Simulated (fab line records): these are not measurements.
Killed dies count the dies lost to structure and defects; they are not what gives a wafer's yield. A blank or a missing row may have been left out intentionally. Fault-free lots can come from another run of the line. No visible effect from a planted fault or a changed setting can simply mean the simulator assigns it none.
Which of the tools did it?    flow nand harc    6 lots, 18 wafers sampled, at 1 step of a route of 1302

## WHAT THE GAUGES SHOWED, per wafer
NHARC_A_DECK1_JOINT_THK_MEAS_14: measures by ellipsometry.
lot   measured      on             thk nm (nm)
L637  day 12 01:34  film metro-02  50.1 48.3 52.6
L640  day 12 20:10  film metro-02  53.4 53.8 50.2
L643  day 14 12:04  film metro-02  49.5 52.1 48.8
L645  day 15 07:51  film metro-02  50.8 51.3 47.2
L647  day 16 04:20  film metro-02  51.3 52.4 51.1
L650  day 17 11:28  film metro-02  50.3 52.1 51.5

## WHAT TOOL EACH LOT RAN ON (gives the tool, then ch and the chambers of the sampled wafers, and finally the start)
Before these readings, the record contains no process step.

## THE ANSWER, worked out from the rows above alone
Rule: the lots themselves supply what counts as usual. Put in order of their means at a reading, lots are off if they are a third of the lots or fewer, leave a main group of 4 or more, and stand apart from it by a gap of 3 or more times the standard deviation of the main group's means; of several such gaps the widest counts. Not used: any main group whose means are identical at the precision the tables above print for the reading. A lot without any number at a reading at which 4 lots or more have one is off too. The other lots that the step has rows for count as sound.
No lot is off on any of the readings shown, so nothing can be concluded from this.

## WHAT THE SIMULATOR HAD PUT IN
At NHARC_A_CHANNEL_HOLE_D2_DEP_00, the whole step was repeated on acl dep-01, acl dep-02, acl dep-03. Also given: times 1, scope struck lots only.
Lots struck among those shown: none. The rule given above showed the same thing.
